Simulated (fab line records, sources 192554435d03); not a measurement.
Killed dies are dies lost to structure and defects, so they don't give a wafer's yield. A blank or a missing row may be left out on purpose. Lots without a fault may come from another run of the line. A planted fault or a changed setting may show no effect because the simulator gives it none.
Which tool did it? | flow n5_finfet | 23 lots, 69 wafers sampled, at 5 steps of a route of 1938

WHAT THE GAUGES READ, wafer by wafer
N5_BEOL_M8_THK_MEAS_01.
lot  | measured     | on            | M8_ILD_THK (nm)
L074 | day 10 12:11 | film_metro-01 | 156.1 157.5 159.0
L075 | day 11 13:16 | film_metro-02 | 159.8 157.7 155.6
L078 | day 11 15:16 | film_metro-02 | 153.1 159.4 156.8
L076 | day 11 18:25 | film_metro-01 | 157.8 162.7 158.8
L077 | day 11 22:34 | film_metro-01 | 159.6 155.5 158.7
L079 | day 12 05:39 | film_metro-02 | 155.5 154.1 160.6
L083 | day 12 17:01 | film_metro-01 | 155.5 153.3 159.0
L082 | day 12 17:52 | film_metro-02 | 152.1 155.3 159.8
L080 | day 13 02:08 | film_metro-01 | 157.8 153.5 156.4
L081 | day 13 05:29 | film_metro-02 | 154.8 153.8 154.6
L084 | day 13 12:35 | film_metro-02 | 154.6 156.8 156.3
L085 | day 13 17:36 | film_metro-02 | 152.1 153.9 156.3
L088 | day 14 04:31 | film_metro-01 | 156.3 154.7 155.9
L087 | day 14 12:29 | film_metro-02 | 154.8 152.7 156.3
L089 | day 14 15:45 | film_metro-01 | 156.2 153.6 156.0
L086 | day 14 22:17 | film_metro-02 | 155.7 156.6 160.5
L091 | day 15 00:15 | film_metro-01 | 153.1 157.1 156.9
L093 | day 15 13:55 | film_metro-01 | 156.0 157.0 157.2
L090 | day 15 20:28 | film_metro-01 | 148.9 152.3 153.2
L094 | day 16 06:20 | film_metro-02 | 158.7 158.5 155.6
L096 | day 16 10:35 | film_metro-01 | 158.5 156.6 159.0
L097 | day 17 01:19 | film_metro-01 | 152.6 154.6 156.2
L095 | day 17 01:27 | film_metro-01 | 151.6 152.2 154.2

N5_BEOL_M8_OCD_MEAS_38.
lot  | measured     | on     | trench_depth_nm (nm)
L074 | day 10 19:47 | ocd-01 | 93.1 97.5 96.1
L075 | day 11 16:10 | ocd-01 | 92.2 92.1 91.7
L078 | day 11 20:44 | ocd-01 | 95.3 92.6 93.7
L076 | day 12 01:54 | ocd-02 | 94.6 96.8 96.4
L077 | day 12 01:56 | ocd-01 | 94.1 94.4 92.4
L079 | day 12 10:26 | ocd-02 | 92.4 97.1 97.0
L083 | day 12 20:47 | ocd-01 | 96.2 96.5 93.5
L082 | day 12 23:20 | ocd-01 | 95.5 92.4 97.5
L080 | day 13 07:19 | ocd-01 | 91.0 92.2 92.5
L081 | day 13 11:40 | ocd-01 | 96.7 97.5 93.6
L084 | day 13 16:08 | ocd-02 | 92.0 96.9 91.4
L085 | day 14 00:22 | ocd-02 | 95.8 95.5 92.3
L088 | day 14 09:19 | ocd-02 | 92.8 93.3 95.5
L087 | day 14 17:56 | ocd-02 | 96.1 91.7 93.4
L089 | day 14 20:12 | ocd-02 | 95.8 92.4 91.3
L086 | day 15 01:40 | ocd-02 | 93.5 95.5 92.3
L091 | day 15 05:14 | ocd-01 | 89.7 95.5 95.0
L093 | day 15 18:50 | ocd-02 | 93.5 94.6 96.8
L090 | day 16 02:19 | ocd-01 | 93.7 97.1 94.4
L094 | day 16 10:56 | ocd-02 | 95.6 98.2 96.1
L096 | day 16 16:48 | ocd-01 | 94.3 94.3 96.4
L097 | day 17 03:58 | ocd-02 | 95.9 91.6 95.8
L095 | day 17 08:17 | ocd-02 | 94.6 95.4 95.8

WHICH TOOL RAN EACH LOT (tool, then ch and the chambers of the sampled wafers, then the start)
lot  | N5_BEOL_M8_ILD_DEP_00           | N5_BEOL_M8_STRIP_67                | N5_BEOL_M8_ETCH_41
L074 | pecvd-03 ch 2, day 10 11:35     | rie_diel-01 ch 1,2,3, day 10 16:29 | rie_diel-04 ch 1,2,3, day 10 19:47 or earlier
L075 | pecvd-04 ch 0,1,2, day 11 12:41 | rie_diel-05 ch 0,1,2, day 11 15:01 | rie_diel-01 ch 1,2, day 11 16:10 or earlier
L078 | pecvd-04 ch 1,2, day 11 14:40   | rie_diel-01 ch 1,2,3, day 11 17:38 | rie_diel-01 ch 0,1,2, day 11 20:44 or earlier
L076 | pecvd-04 ch 0,2, day 11 17:19   | rie_diel-01 ch 1,3, day 11 22:07   | rie_diel-04 ch 0,3, day 12 01:54 or earlier
L077 | pecvd-04 ch 0,1,2, day 11 21:59 | rie_diel-01 ch 1,2,3, day 11 23:42 | rie_diel-05 ch 0,1, day 12 01:56 or earlier
L079 | pecvd-04 ch 0,1,2, day 12 05:04 | rie_diel-04 ch 1,2,3, day 12 07:05 | rie_diel-01 ch 0,1, day 12 10:26 or earlier
L083 | pecvd-04 ch 1,2, day 12 16:26   | rie_diel-04 ch 0,1,3, day 12 19:30 | rie_diel-01 ch 0,1, day 12 20:47 or earlier
L082 | pecvd-04 ch 1,2, day 12 16:48   | rie_diel-04 ch 0,2,3, day 12 19:45 | rie_diel-05 ch 0,2,3, day 12 23:20 or earlier
L080 | pecvd-04 ch 1,2, day 13 01:33   | rie_diel-04 ch 0,1, day 13 04:34   | rie_diel-01 ch 1,3, day 13 07:19 or earlier
L081 | pecvd-03 ch 0,2, day 13 04:55   | rie_diel-04 ch 0,1,3, day 13 08:28 | rie_diel-05 ch 0,2,3, day 13 11:40 or earlier
L084 | pecvd-03 ch 0,1, day 13 11:59   | rie_diel-05 ch 0,3, day 13 14:36   | rie_diel-04 ch 0,1,2, day 13 16:08 or earlier
L085 | pecvd-03 ch 0,1, day 13 17:01   | rie_diel-05 ch 2,3, day 13 19:22   | rie_diel-04 ch 1,2,3, day 14 00:22 or earlier
L088 | pecvd-03 ch 1,2, day 14 03:35   | rie_diel-04 ch 0,1,3, day 14 06:38 | rie_diel-01 ch 0,1,3, day 14 09:19 or earlier
L087 | pecvd-03 ch 1,2, day 14 11:53   | rie_diel-04 ch 0,2,3, day 14 14:26 | rie_diel-04 ch 0,1,2, day 14 17:56 or earlier
L089 | pecvd-03 ch 1,2, day 14 15:09   | rie_diel-01 ch 0,1, day 14 17:57   | rie_diel-01 ch 0,1,3, day 14 20:12 or earlier
L086 | pecvd-03 ch 2, day 14 21:38     | rie_diel-04 ch 0,1,2, day 14 23:46 | rie_diel-05 ch 0,1,2, day 15 01:40 or earlier
L091 | pecvd-04 ch 0,2, day 14 23:40   | rie_diel-04 ch 1,2,3, day 15 02:38 | rie_diel-01 ch 0,3, day 15 05:14 or earlier
L093 | pecvd-04 ch 0,1, day 15 12:52   | rie_diel-04 ch 1,3, day 15 16:56   | rie_diel-05 ch 2,3, day 15 18:50 or earlier
L090 | pecvd-02 ch 0,1,2, day 15 19:53 | rie_diel-04 ch 1,2,3, day 15 23:50 | rie_diel-05 ch 1,3, day 16 02:19 or earlier
L094 | pecvd-03 ch 0,1,2, day 16 05:47 | rie_diel-01 ch 0,1,3, day 16 09:28 | rie_diel-05 ch 0,2,3, day 16 10:56 or earlier
L096 | pecvd-04 ch 0,1, day 16 10:00   | rie_diel-04 ch 0,1,3, day 16 12:28 | rie_diel-05 ch 0,2,3, day 16 16:48 or earlier
L097 | pecvd-03 ch 0,2, day 17 00:45   | rie_diel-04 ch 0,3, day 17 02:22   | rie_diel-01 ch 0,1, day 17 03:58 or earlier
L095 | pecvd-02 ch 1,2, day 17 00:52   | rie_diel-05 ch 0,1, day 17 03:56   | rie_diel-04 ch 2,3, day 17 08:17 or earlier
- N5_BEOL_M8_ILD_DEP_00: deposits SiCOH lowk from DEMS/porogen, target thk 179.75 nm, time 33.4 s.
- N5_BEOL_M8_STRIP_67: strips in CF4.
- N5_BEOL_M8_ETCH_41: etches SiCN in CH3F/O2, target depth 31.9 nm, time 57.8 s.

WHAT THE TOOLS THEMSELVES READ (means of the sampled wafers that have a number; where no wafer has one, the mark that the record gives instead)
N5_BEOL_M8_ILD_DEP_00.
lot  | tool     | chamber_pressure_Torr (Torr) | heater_power_w (W) | showerhead_plenum_p_Torr (Torr) | susceptor_temp_C (C) | throttle_valve_pct (%)
L074 | pecvd-03 | 4.999                        | 454                | 5.724                           | 300.31               | 13.8
L075 | pecvd-04 | 4.994                        | 316                | 5.744                           | 299.99               | 14.9
L078 | pecvd-04 | 4.992                        | 309                | 5.741                           | 300.15               | 16.1
L076 | pecvd-04 | 5.003                        | 343                | 5.746                           | 300.09               | 14.1
L077 | pecvd-04 | 5.008                        | 345                | 5.737                           | 300.07               | 14.8
L079 | pecvd-04 | 5.006                        | 300                | 5.740                           | 299.92               | 15.0
L083 | pecvd-04 | 4.996                        | 321                | 5.728                           | 300.21               | 14.6
L082 | pecvd-04 | 4.998                        | 324                | 5.728                           | 300.15               | 15.9
L080 | pecvd-04 | 4.995                        | 290                | 5.726                           | 300.00               | 15.9
L081 | pecvd-03 | 4.993                        | 421                | 5.753                           | 299.90               | 15.3
L084 | pecvd-03 | 4.994                        | 367                | 5.751                           | 300.07               | 15.1
L085 | pecvd-03 | 4.988                        | 354                | 5.748                           | 299.78               | 14.2
L088 | pecvd-03 | 4.997                        | 397                | 5.743                           | 300.23               | 13.4
L087 | pecvd-03 | 5.016                        | 388                | 5.748                           | 299.89               | 13.3
L089 | pecvd-03 | 5.011                        | 361                | 5.744                           | 299.81               | 13.6
L086 | pecvd-03 | 4.994                        | 498                | 5.734                           | 299.89               | 13.8
L091 | pecvd-04 | 4.995                        | 321                | 5.754                           | 299.81               | 14.0
L093 | pecvd-04 | 5.005                        | 305                | 5.762                           | 299.98               | 15.2
L090 | pecvd-02 | 4.998                        | 391                | 5.753                           | 300.00               | 13.7
L094 | pecvd-03 | 5.006                        | 388                | 5.748                           | 299.86               | 14.4
L096 | pecvd-04 | 5.001                        | 304                | 5.760                           | 299.94               | 15.0
L097 | pecvd-03 | 4.989                        | 438                | 5.746                           | 300.14               | 15.3
L095 | pecvd-02 | 5.005                        | 397                | 5.751                           | 299.82               | 13.2

N5_BEOL_M8_STRIP_67.
lot  | tool        | drypump_motor_current_A (A) | oes_product_au (a.u.) | rf_vpp_V (V) | showerhead_plenum_p_Torr (Torr) | throttle_valve_pct (%)
L074 | rie_diel-01 | 5.3                         | 0.75                  | 270.4        | 1.78                            | 13.60
L075 | rie_diel-05 | 5.5                         | 0.72                  | 269.9        | 1.76                            | 13.67
L078 | rie_diel-01 | 5.3                         | 0.74                  | 270.7        | 1.78                            | 13.63
L076 | rie_diel-01 | 5.3                         | 0.76                  | 270.5        | 1.77                            | 13.66
L077 | rie_diel-01 | 5.3                         | 0.74                  | 270.8        | 1.78                            | 13.63
L079 | rie_diel-04 | 5.7                         | 0.76                  | 269.5        | 1.76                            | 13.80
L083 | rie_diel-04 | 5.8                         | 0.73                  | 270.3        | 1.73                            | 13.63
L082 | rie_diel-04 | 5.6                         | 0.77                  | 270.7        | 1.77                            | 13.57
L080 | rie_diel-04 | 5.9                         | 0.74                  | 270.7        | 1.75                            | 13.49
L081 | rie_diel-04 | 5.8                         | 0.73                  | 270.0        | 1.73                            | 13.64
L084 | rie_diel-05 | 5.3                         | 0.86                  | 272.1        | 1.84                            | 13.24
L085 | rie_diel-05 | 5.4                         | 0.93                  | 272.9        | 1.88                            | 13.15
L088 | rie_diel-04 | 5.8                         | 0.73                  | 269.1        | 1.73                            | 13.66
L087 | rie_diel-04 | 5.6                         | 0.76                  | 270.6        | 1.77                            | 13.60
L089 | rie_diel-01 | 5.9                         | 0.80                  | 272.8        | 1.84                            | 13.43
L086 | rie_diel-04 | 5.8                         | 0.75                  | 270.7        | 1.77                            | 13.71
L091 | rie_diel-04 | 5.8                         | 0.74                  | 270.2        | 1.75                            | 13.87
L093 | rie_diel-04 | 5.9                         | 0.70                  | 268.8        | 1.71                            | 13.96
L090 | rie_diel-04 | 5.8                         | 0.74                  | 269.7        | 1.75                            | 13.89
L094 | rie_diel-01 | 5.7                         | 0.78                  | 271.2        | 1.80                            | 13.58
L096 | rie_diel-04 | 5.8                         | 0.71                  | 270.6        | 1.72                            | 13.70
L097 | rie_diel-04 | 5.7                         | 0.73                  | 269.6        | 1.74                            | 13.45
L095 | rie_diel-05 | 5.5                         | 0.86                  | 272.5        | 1.85                            | 13.30

N5_BEOL_M8_ETCH_41.
lot  | tool        | CH3F_flow_sccm (sccm) | drypump_motor_current_A (A) | oes_product_au (a.u.) | rf_vpp_V (V) | showerhead_plenum_p_Torr (Torr) | throttle_valve_pct (%)
L074 | rie_diel-04 | 30.05                 | 5.7                         | 0.79                  | 295.9        | 1.96                            | 16.52
L075 | rie_diel-01 | 29.99                 | 5.3                         | 0.72                  | 298.5        | 2.02                            | 16.47
L078 | rie_diel-01 | 29.98                 | 5.7                         | 0.81                  | 298.8        | 2.05                            | 16.29
L076 | rie_diel-04 | 30.05                 | 5.6                         | 0.77                  | 296.2        | 1.94                            | 16.23
L077 | rie_diel-05 | 30.07                 | 5.8                         | 0.74                  | 295.5        | 1.96                            | 16.51
L079 | rie_diel-01 | 30.09                 | 6.1                         | 0.90                  | 297.8        | 2.08                            | 16.16
L083 | rie_diel-01 | 30.09                 | 6.1                         | 0.89                  | 297.8        | 2.07                            | 16.17
L082 | rie_diel-05 | 30.07                 | 5.3                         | 0.89                  | 297.4        | 2.04                            | 16.11
L080 | rie_diel-01 | 30.05                 | 5.6                         | 0.74                  | 297.9        | 2.03                            | 16.32
L081 | rie_diel-05 | 30.00                 | 5.3                         | 0.87                  | 297.1        | 2.04                            | 16.12
L084 | rie_diel-04 | 30.10                 | 5.9                         | 0.76                  | 297.2        | 1.98                            | 16.45
L085 | rie_diel-04 | 29.93                 | 5.7                         | 0.75                  | 295.8        | 1.95                            | 16.57
L088 | rie_diel-01 | 29.87                 | 5.7                         | 0.79                  | 298.4        | 2.02                            | 16.31
L087 | rie_diel-04 | 29.98                 | 5.8                         | 0.76                  | 296.7        | 1.98                            | 16.45
L089 | rie_diel-01 | 30.04                 | 5.7                         | 0.79                  | 297.0        | 2.02                            | 16.31
L086 | rie_diel-05 | 30.00                 | 5.5                         | 0.78                  | 297.4        | 1.98                            | 16.40
L091 | rie_diel-01 | 30.04                 | 5.8                         | 0.83                  | 297.9        | 2.00                            | 16.27
L093 | rie_diel-05 | 30.01                 | 5.3                         | 0.90                  | 298.6        | 2.09                            | 16.13
L090 | rie_diel-05 | 30.11                 | 5.9                         | 0.79                  | 298.9        | 2.03                            | 16.44
L094 | rie_diel-05 | 30.08                 | 5.3                         | 0.91                  | 299.0        | 2.11                            | 16.03
L096 | rie_diel-05 | 29.96                 | 5.3                         | 0.90                  | 299.4        | 2.11                            | 16.02
L097 | rie_diel-01 | 30.05                 | 6.1                         | 0.82                  | 298.6        | 2.06                            | 16.24
L095 | rie_diel-04 | 29.99                 | 5.5                         | 0.75                  | 295.3        | 1.94                            | 16.54

THE ANSWER, worked out from the rows above alone
Rule: what is usual is taken from the lots themselves. Put in order of their means at a reading, lots are off if they are a third of the lots or fewer, leave a main group of 4 or more, and stand apart from it by a gap of 3 or more times the standard deviation of the main group's means; of several such gaps the widest counts. A main group whose means are all the same, to the digits that the tables above print for the reading, isn't used. A lot without any number at a reading at which 4 lots or more have one is off too. The other lots that the step has rows for count as sound. The gauges are gone through in route order, then the tools' own readings, and for those a lot's mean is taken as printed above. The first step at which some lot is off is used, and at that step the reading that is off furthest; a lot without a number counts as furthest.
No lot is off at any reading shown: from this, nothing can be told.

WHAT THE SIMULATOR HAD PUT IN
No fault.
